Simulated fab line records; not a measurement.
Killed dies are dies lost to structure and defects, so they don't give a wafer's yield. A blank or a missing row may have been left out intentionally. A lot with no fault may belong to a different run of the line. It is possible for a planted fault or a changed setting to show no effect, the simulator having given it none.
Which tool is to blame? ; flow n5-finfet ; 24 lots with 72 wafers sampled at 6 steps, on a route of 1938 steps

## WHAT THE GAUGES READ, wafer by wafer
N5_ILD0_THK_MEAS_13. Usual: thk-nm 18.1 nm, standard deviation 1.1.
lot;measured;on;thk-nm (nm);flag
L074;day 3 17:10;film-metro-01;17.3 19.4 16.2;
L075;day 3 20:46;film-metro-02;15.6 15.6 15.5;
L076;day 4 13:54;film-metro-01;18.8 19.4 19.9;
L077;day 4 17:58;film-metro-01;16.9 18.7 17.1;
L078;day 4 23:51;film-metro-02;17.8 19.0 17.6;
L079;day 5 03:23;film-metro-01;18.1 19.2 18.8;
L080;day 5 06:08;film-metro-01;20.2 18.5 18.0;
L081;day 5 14:32;film-metro-02;18.5 18.4 18.9;
L082;day 5 18:16;film-metro-02;18.4 18.8 17.6;
L083;day 5 22:55;film-metro-01;18.4 17.4 18.5;
L084;day 6 07:44;film-metro-02;19.2 17.3 19.1;
L085;day 6 19:53;film-metro-01;19.9 18.0 19.0;
L086;day 6 20:58;film-metro-02;19.9 17.1 16.9;
L087;day 7 02:10;film-metro-02;19.1 18.4 19.1;
L088;day 7 09:19;film-metro-01;18.2 17.9 17.3;
L089;day 7 09:40;film-metro-01;16.5 16.2 18.0;
L090;day 7 21:27;film-metro-02;15.9 18.7 17.4;
L091;day 8 03:01;film-metro-02;18.5 18.5 17.6;
L092;day 8 10:56;film-metro-01;17.9 18.1 18.9;
L093;day 8 15:16;film-metro-01;17.5 18.5 17.4;
L094;day 8 19:26;film-metro-01;18.0 17.1 18.0;
L095;day 8 23:19;film-metro-02;17.6 18.1 18.1;
L096;day 9 07:56;film-metro-01;17.0 16.6 18.1;
L097;day 9 10:09;film-metro-01;18.4 19.0 18.6;

N5_SDB_CD_MEAS_11: target cd 50 nm. Usual: cd-nm 49.6 nm, standard deviation 1.1.
lot;measured;on;cd-nm (nm);flag
L074;day 3 17:41;cd-sem-01;47.7 46.8 46.8;
L075;day 3 21:09;cd-sem-01;50.2 51.5 51.6;
L076;day 4 14:17;cd-sem-02;48.9 48.6 47.8;
L077;day 4 18:28;cd-sem-02;47.9 48.6 49.2;
L078;day 5 00:23;cd-sem-03;48.7 49.9 50.4;
L079;day 5 03:56;cd-sem-01;49.0 48.3 50.5;
L080;day 5 06:31;cd-sem-02;50.2 48.5 50.0;
L081;day 5 15:03;cd-sem-03;51.2 52.0 48.7;
L082;day 5 18:40;cd-sem-01;49.5 49.3 50.3;
L083;day 5 23:26;cd-sem-01;49.2 49.4 48.7;
L084;day 6 08:15;cd-sem-03;51.6 48.4 50.2;
L085;day 6 20:31;cd-sem-02;50.8 48.3 49.6;
L086;day 6 21:22;cd-sem-01;50.7 50.5 50.8;
L087;day 7 02:33;cd-sem-01;51.4 51.6 50.6;
L088;day 7 09:50;cd-sem-03;51.2 50.2 50.5;
L089;day 7 10:04;cd-sem-03;49.7 49.7 50.6;
L090;day 7 21:58;cd-sem-03;51.3 50.7 50.4;
L091;day 8 03:34;cd-sem-02;49.7 49.4 50.4;
L092;day 8 11:26;cd-sem-01;48.6 48.4 47.9;
L093;day 8 15:40;cd-sem-03;49.4 50.7 48.2;
L094;day 8 19:57;cd-sem-01;49.2 50.0 47.0;
L095;day 8 23:42;cd-sem-02;49.4 50.0 49.0;
L096;day 9 08:27;cd-sem-03;49.8 49.9 50.0;
L097;day 9 10:40;cd-sem-01;49.9 49.7 49.2;

## EACH LOT AND THE TOOL THAT RAN IT (in order: tool; ch and the chambers of the sampled wafers; start)
lot;N5_DUMMY_GATE_ETCH_32;N5_SD_EPI_N_DESCUM_14;N5_SD_EPI_N_ETCH_34;N5_ILD0_CMP_07
L074;rie-si-03 ch 0,1,2, day 2 22:59;rie-diel-06 ch 2,3, day 3 00:30;rie-diel-06 ch 2,3, day 3 00:32;cmp-04 ch 2,3, day 3 13:42
L075;rie-si-03 ch 0,2,3, day 3 03:37;rie-diel-02 ch 0,1, day 3 05:22;rie-diel-02 ch 0,1, day 3 05:25;cmp-01 ch 1,3, day 3 17:17
L076;rie-si-06 ch 0,1,3, day 3 19:51;rie-diel-06 ch 1,3, day 3 22:12;rie-diel-06 ch 1,3, day 3 22:14;cmp-04 ch 0,3, day 4 10:23
L077;rie-si-05 ch 1,2, day 4 00:35;rie-diel-05 ch 0,2,3, day 4 02:13;rie-diel-05 ch 0,2,3, day 4 02:15;cmp-01 ch 0,1,2, day 4 14:31
L078;rie-si-06 ch 1,2,3, day 4 04:25;rie-diel-05 ch 0,1, day 4 06:26;rie-diel-05 ch 0,1, day 4 06:28;cmp-02 ch 1,2,3, day 4 20:22
L079;rie-si-03 ch 1,2,3, day 4 08:19;rie-diel-06 ch 1,2,3, day 4 10:07;rie-diel-06 ch 1,2,3, day 4 10:09;cmp-02 ch 0,2, day 4 23:39
L080;rie-si-06 ch 1,2,3, day 4 11:17;rie-diel-05 ch 0,1,2, day 4 12:59;rie-diel-05 ch 0,1,2, day 4 13:01;cmp-01 ch 0,1,2, day 5 02:23
L081;rie-si-05 ch 0,1,3, day 4 20:47;rie-diel-05 ch 0,1,3, day 4 22:29;rie-diel-05 ch 0,1,3, day 4 22:31;cmp-01 ch 0,1,2, day 5 11:05
L082;rie-si-03 ch 1,2,3, day 4 23:17;rie-diel-05 ch 0,2,3, day 5 01:12;rie-diel-05 ch 0,2,3, day 5 01:14;cmp-02 ch 0,2,3, day 5 14:46
L083;rie-si-05 ch 0,1,3, day 5 05:08;rie-diel-05 ch 0,1,3, day 5 07:19;rie-diel-05 ch 0,1,3, day 5 07:20;cmp-01 ch 0,1,3, day 5 19:08
L084;rie-si-03 ch 0,1, day 5 13:27;rie-diel-05 ch 1,3, day 5 15:20;rie-diel-05 ch 1,3, day 5 15:22;cmp-02 ch 0,2,3, day 6 04:14
L085;rie-si-06 ch 1,3, day 6 02:19;rie-diel-02 ch 1,2, day 6 03:56;rie-diel-02 ch 1,2, day 6 03:58;cmp-01 ch 0,2,3, day 6 16:25
L086;rie-si-03 ch 1,2,3, day 6 02:46;rie-diel-06 ch 1,2,3, day 6 04:25;rie-diel-06 ch 1,2,3, day 6 04:28;cmp-04 ch 2,3, day 6 17:28
L087;rie-si-06 ch 0,1,2, day 6 08:04;rie-diel-06 ch 0,2,3, day 6 09:31;rie-diel-06 ch 0,2,3, day 6 09:33;cmp-04 ch 0,2,3, day 6 22:38
L088;rie-si-03 ch 0,1,3, day 6 14:05;rie-diel-05 ch 1,2, day 6 16:16;rie-diel-05 ch 1,2, day 6 16:18;cmp-04 ch 0,1,2, day 7 05:49
L089;rie-si-03 ch 1,2, day 6 16:53;rie-diel-05 ch 0,1, day 6 18:28;rie-diel-05 ch 0,1, day 6 18:30;cmp-01 ch 2,3, day 7 06:10
L090;rie-si-03 ch 2,3, day 7 00:13;rie-diel-06 ch 0,1, day 7 03:19;rie-diel-06 ch 0,1, day 7 03:21;cmp-01 ch 0,1, day 7 17:55
L091;rie-si-06 ch 0,1,2, day 7 07:06;rie-diel-05 ch 1,3, day 7 10:02;rie-diel-05 ch 1,3, day 7 10:05;cmp-01 ch 0,3, day 7 23:31
L092;rie-si-05 ch 0,1,3, day 7 16:28;rie-diel-05 ch 0,1,2, day 7 18:41;rie-diel-05 ch 0,1,2, day 7 18:43;cmp-04 ch 0,1,3, day 8 07:17
L093;rie-si-03 ch 0,3, day 7 20:55;rie-diel-06 ch 2,3, day 7 23:08;rie-diel-06 ch 2,3, day 7 23:10;cmp-04 ch 0,2, day 8 11:35
L094;rie-si-03 ch 0,1,2, day 8 00:14;rie-diel-06 ch 0,1,2, day 8 02:32;rie-diel-06 ch 0,1,2, day 8 02:35;cmp-04 ch 0,1,2, day 8 15:55
L095;rie-si-03 ch 2,3, day 8 04:50;rie-diel-06 ch 2,3, day 8 06:25;rie-diel-06 ch 2,3, day 8 06:27;cmp-04 ch 0,2, day 8 19:22
L096;rie-si-03 ch 0,1,3, day 8 14:44;rie-diel-02 ch 0,1,2, day 8 16:22;rie-diel-02 ch 0,1,2, day 8 16:24;cmp-01 ch 0,2, day 9 04:25
L097;rie-si-03 ch 0,1,2, day 8 16:32;rie-diel-05 ch 1,2,3, day 8 18:42;rie-diel-05 ch 1,2,3, day 8 18:44;cmp-04 ch 1,2,3, day 9 06:41
- N5_DUMMY_GATE_ETCH_32: etches SiO2 in CF4, target depth 3.5 nm, time 3.9 s.
- N5_SD_EPI_N_DESCUM_14: chemistry O2, time 7.9 s.
- N5_SD_EPI_N_ETCH_34: etches SiARC in CF4, target depth 45.5 nm, time 75.8 s.
- N5_ILD0_CMP_07: polishes SiO2 flowable, stops on poly-Si, t overpolish 1.18 s, target thk 138.88 nm.

## WHAT THE TOOLS THEMSELVES READ (means of the sampled wafers that have a number; where no wafer has one, the mark that the record gives instead)
N5_DUMMY_GATE_ETCH_32. Usual: drypump-motor-current-A 5.7 A, standard deviation 0.37; oes-product-au 1.014 a.u., standard deviation 0.018; throttle-valve-pct 21.71 %, standard deviation 0.22.
lot;tool;drypump-motor-current-A (A);oes-product-au (a.u.);throttle-valve-pct (%);flag
L074;rie-si-03;6.0;1.019;21.64;
L075;rie-si-03;5.7;1.017;21.56;
L076;rie-si-06;5.9;1.003;21.87;
L077;rie-si-05;4.9;0.994;21.65;
L078;rie-si-06;5.9;1.012;21.90;
L079;rie-si-03;5.8;1.025;21.62;
L080;rie-si-06;5.9;1.006;21.89;
L081;rie-si-05;5.4;1.008;21.80;
L082;rie-si-03;5.8;1.029;21.62;
L083;rie-si-05;5.4;1.007;21.80;
L084;rie-si-03;5.9;1.004;21.65;
L085;rie-si-06;6.0;0.997;22.03;
L086;rie-si-03;5.8;1.027;21.61;
L087;rie-si-06;6.0;1.006;22.00;
L088;rie-si-03;5.7;1.015;21.63;
L089;rie-si-03;6.0;1.029;21.63;
L090;rie-si-03;5.6;1.033;21.54;
L091;rie-si-06;6.0;1.013;22.01;
L092;rie-si-05;5.4;1.006;21.80;
L093;rie-si-03;5.7;1.002;21.57;
L094;rie-si-03;6.0;1.008;21.64;
L095;rie-si-03;5.8;1.030;21.54;
L096;rie-si-03;5.7;1.022;21.62;
L097;rie-si-03;6.0;1.014;21.64;

N5_SD_EPI_N_DESCUM_14. Usual: drypump-motor-current-A 5.7 A, standard deviation 0.46; o2-flow-sccm 224.9 sccm, standard deviation 0.67; oes-product-au 0.80 a.u., standard deviation 0.062; rf-vpp-V 243.9 V, standard deviation 1; showerhead-plenum-p-Torr 2.14 Torr, standard deviation 0.049; throttle-valve-pct 20.47 %, standard deviation 0.24.
lot;tool;drypump-motor-current-A (A);o2-flow-sccm (sccm);oes-product-au (a.u.);rf-vpp-V (V);showerhead-plenum-p-Torr (Torr);throttle-valve-pct (%);flag
L074;rie-diel-06;5.6;224.8;0.87;244.4;2.13;20.42;
L075;rie-diel-02;6.4;225.0;0.86;245.0;2.16;20.24;
L076;rie-diel-06;5.7;224.9;0.82;243.7;2.16;20.57;
L077;rie-diel-05;5.3;224.4;0.82;243.8;2.18;20.37;
L078;rie-diel-05;6.0;225.6;0.87;243.5;2.13;20.59;
L079;rie-diel-06;5.6;224.8;0.80;243.8;2.14;20.44;
L080;rie-diel-05;5.5;224.7;0.83;244.0;2.15;20.44;
L081;rie-diel-05;5.7;225.2;0.85;243.9;2.16;20.53;
L082;rie-diel-05;5.3;224.9;0.81;243.2;2.18;20.38;
L083;rie-diel-05;5.7;225.3;0.85;243.9;2.16;20.52;
L084;rie-diel-05;5.7;224.9;0.85;244.2;2.20;20.42;
L085;rie-diel-02;5.9;224.8;0.72;242.6;2.07;20.43;
L086;rie-diel-06;5.6;224.9;0.79;244.0;2.14;20.47;
L087;rie-diel-06;5.9;225.2;0.79;243.5;2.11;20.56;
L088;rie-diel-05;5.8;224.8;0.82;243.2;2.15;20.43;
L089;rie-diel-05;6.0;224.6;0.83;243.9;2.12;20.62;
L090;rie-diel-06;6.2;225.2;0.72;243.7;2.12;20.78;
L091;rie-diel-05;5.9;225.2;0.85;243.3;2.16;20.52;
L092;rie-diel-05;5.5;224.6;0.79;243.6;2.13;20.48;
L093;rie-diel-06;5.6;224.6;0.80;244.0;2.10;20.37;
L094;rie-diel-06;5.9;224.7;0.72;243.7;2.11;20.59;
L095;rie-diel-06;5.6;225.5;0.81;243.5;2.11;20.51;
L096;rie-diel-02;6.0;225.0;0.76;244.3;2.12;20.50;
L097;rie-diel-05;5.5;224.9;0.79;244.2;2.17;20.40;

N5_SD_EPI_N_ETCH_34. Usual: drypump-motor-current-A 5.7 A, standard deviation 0.46; etch-rf-on-time-s 75.1 s, standard deviation 1.2; oes-product-au 0.68 a.u., standard deviation 0.051; rf-vpp-V 184.6 V, standard deviation 0.87; showerhead-plenum-p-Torr 2.19 Torr, standard deviation 0.039; throttle-valve-pct 15.60 %, standard deviation 0.2.
lot;tool;drypump-motor-current-A (A);etch-rf-on-time-s (s);oes-product-au (a.u.);rf-vpp-V (V);showerhead-plenum-p-Torr (Torr);throttle-valve-pct (%);flag
L074;rie-diel-06;5.6;76.2;0.74;184.5;2.18;15.54;
L075;rie-diel-02;6.5;75.6;0.73;185.1;2.22;15.46;
L076;rie-diel-06;5.7;74.6;0.71;184.1;2.19;15.65;
L077;rie-diel-05;5.3;74.0;0.70;185.6;2.22;15.48;
L078;rie-diel-05;6.0;73.6;0.74;184.3;2.18;15.66;
L079;rie-diel-06;5.6;74.3;0.69;184.3;2.19;15.60;
L080;rie-diel-05;5.5;74.5;0.70;184.6;2.19;15.59;
L081;rie-diel-05;5.7;73.6;0.73;184.7;2.20;15.58;
L082;rie-diel-05;5.3;74.6;0.70;184.3;2.21;15.49;
L083;rie-diel-05;5.7;73.8;0.73;184.7;2.20;15.58;
L084;rie-diel-05;5.7;75.4;0.73;184.5;2.23;15.43;
L085;rie-diel-02;5.9;76.3;0.61;184.2;2.13;15.66;
L086;rie-diel-06;5.6;75.5;0.67;184.6;2.18;15.62;
L087;rie-diel-06;5.9;75.0;0.67;184.0;2.15;15.70;
L088;rie-diel-05;5.8;75.9;0.70;184.7;2.19;15.56;
L089;rie-diel-05;6.0;75.4;0.71;183.3;2.17;15.71;
L090;rie-diel-06;6.2;75.4;0.61;184.5;2.16;15.87;
L091;rie-diel-05;6.0;75.1;0.72;184.8;2.20;15.57;
L092;rie-diel-05;5.5;75.4;0.67;185.1;2.18;15.64;
L093;rie-diel-06;5.6;75.3;0.68;184.7;2.16;15.58;
L094;rie-diel-06;5.9;75.6;0.62;184.4;2.17;15.75;
L095;rie-diel-06;5.6;75.1;0.69;184.4;2.17;15.64;
L096;rie-diel-02;6.0;75.1;0.66;184.2;2.17;15.71;
L097;rie-diel-05;5.5;75.2;0.68;185.1;2.21;15.49;

N5_ILD0_CMP_07. Usual: head-pressure-psi 4.149 psi, standard deviation 0.0099; motor-current-A 12.6 A, standard deviation 1.1; pad-life-wafers 1126, standard deviation 750.
lot;tool;head-pressure-psi (psi);motor-current-A (A);pad-life-wafers;flag
L074;cmp-04;4.146;13.8;1075;
L075;cmp-01;4.147;12.2;1502;
L076;cmp-04;4.152;14.2;1278;
L077;cmp-01;4.135;12.4;1676;
L078;cmp-02;4.156;12.1;200;
L079;cmp-02;4.161;13.0;241;
L080;cmp-01;4.146;11.9;1813;
L081;cmp-01;4.153;12.2;1910;
L082;cmp-02;4.156;12.7;326;
L083;cmp-01;4.156;12.5;2000;
L084;cmp-02;4.141;12.3;457;
L085;cmp-01;4.142;12.4;74;
L086;cmp-04;4.145;13.6;1562;
L087;cmp-04;4.156;13.9;1609;
L088;cmp-04;4.154;12.8;1657;
L089;cmp-01;4.146;12.1;192;
L090;cmp-01;4.148;12.6;318;
L091;cmp-01;4.153;12.6;386;
L092;cmp-04;4.152;13.2;1903;
L093;cmp-04;4.133;13.5;1975;
L094;cmp-04;4.150;12.9;2041;
L095;cmp-04;4.143;13.4;2125;
L096;cmp-01;4.152;12.2;644;
L097;cmp-04;4.148;12.5;44;

## THE ANSWER, worked out from the rows above alone
Rule: a lot counts as off when the mean over its wafers that have a number is more than 3 standard deviations away from the usual mean. A lot without any number at a reading at which 4 lots or more have one is off too. Any other lot the step has rows for is counted as sound. After the gauges, taken in route order, come the tools' own readings; for these a lot's mean is taken, as printed above. At the first step where some lot is off, the reading lying furthest off is the one used; lots without a number count as furthest.
No lot is off on any of the readings shown, so nothing can be concluded from this.

## WHAT WAS PUT IN BY THE SIMULATOR
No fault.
